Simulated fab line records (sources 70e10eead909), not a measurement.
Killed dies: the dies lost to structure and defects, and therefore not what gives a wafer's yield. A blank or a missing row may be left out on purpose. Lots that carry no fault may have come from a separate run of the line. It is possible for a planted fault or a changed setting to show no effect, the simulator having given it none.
Struck lot and sound lot, side by side :: flow nand harc :: 15 out of 1302 route steps
Sound: wafers L229.1, L229.2, L229.4. Struck: wafers L235.1, L235.5 (left out: L235.3, a lot-mate that was not struck); the cause follows at the end.
Order at every step that has rows: each side's tool, ch and its chambers, its first start. Under that, the readings that differ: sound wafers :: struck wafers :: difference of the means :: sigmas: that difference in standard deviations of wafers without a fault.
alike: readings with means less than 2 such deviations apart, plus words and numbers identical on both sides. not compared: withheld readings, readings lacking a value on some wafer, bounds such as >300 that could conceal the same value, and numbers that have no deviation in the record and whose values overlap.
A row with sigmas, a row that says differs or no value, or rows on one side alone: a step with any of these is where the two part. When numbers do not overlap yet have no deviation, they are printed without sigmas and do not part them. A reading that every wafer of one side lacks parts them only if that side has two wafers or more.

NHARC_A_DECK1_JOINT_INSPECT_05:
  sound on defect inspect-01 at day 14 09:36; struck on defect inspect-02 at day 17 04:34
  alike: raw defect count
then, 1 step without rows for these wafers: NHARC_A_ONON_D2_DEP_00 (target thk 1000 nm).
NHARC_A_ONON_D2_THK_MEAS_02: measures by ellipsometry.
  sound on film metro-02 at day 14 10:11; struck on film metro-02 at day 17 05:08
  alike: thk nm
then, 1 step without rows for these wafers: NHARC_A_ONON_D2_DEP_03 (target thk 1000 nm).
NHARC_A_ONON_D2_THK_MEAS_05: measures by ellipsometry.
  sound on film metro-01 at day 14 10:45; struck on film metro-02 at day 17 05:43
reading: thk nm (nm)
sound: 991 989 988
struck: 1015 1014
difference: +25
sigmas: +3
then, 1 step without rows for these wafers: NHARC_A_ONON_D2_DEP_06 (target thk 1000 nm).
NHARC_A_ONON_D2_THK_MEAS_08: measures by ellipsometry.
  sound on film metro-02 at day 14 11:19; struck on film metro-02 at day 17 06:17
  alike: thk nm
then, 1 step without rows for these wafers: NHARC_A_ONON_D2_DEP_09 (target thk 1000 nm).
NHARC_A_ONON_D2_THK_MEAS_11: measures by ellipsometry.
  sound on film metro-02 at day 14 11:53; struck on film metro-02 at day 17 06:52
  alike: thk nm
then, 1 step without rows for these wafers: NHARC_A_ONON_D2_DEP_12 (target thk 1000 nm).
NHARC_A_ONON_D2_THK_MEAS_14: measures by ellipsometry.
  sound on film metro-02 at day 14 12:27; struck on film metro-02 at day 17 07:25
  alike: thk nm
then, 1 step without rows for these wafers: NHARC_A_ONON_D2_ANNEAL_15 (time 3600 s).
NHARC_A_ONON_D2_DEP_16: target thk 1000 nm.
  sound on pecvd onon-02 ch 0, day 14 19:52; struck on pecvd onon-03 ch 0, day 17 14:17
  alike: n2o flow sccm, susceptor temp C
NHARC_A_ONON_D2_THK_MEAS_18: measures by ellipsometry.
  sound on film metro-02 at day 14 20:23; struck on film metro-02 at day 17 14:49
reading: thk nm (nm)
sound: 990 990 990
struck: 942 943
difference: -48
sigmas: -4
then, 1 step without rows for these wafers: NHARC_A_ONON_D2_DEP_19 (target thk 1000 nm).

WHERE THEY PART
First at NHARC_A_ONON_D2_THK_MEAS_05; last, within this record, at NHARC_A_ONON_D2_THK_MEAS_18.

WHY: what the simulator had put in
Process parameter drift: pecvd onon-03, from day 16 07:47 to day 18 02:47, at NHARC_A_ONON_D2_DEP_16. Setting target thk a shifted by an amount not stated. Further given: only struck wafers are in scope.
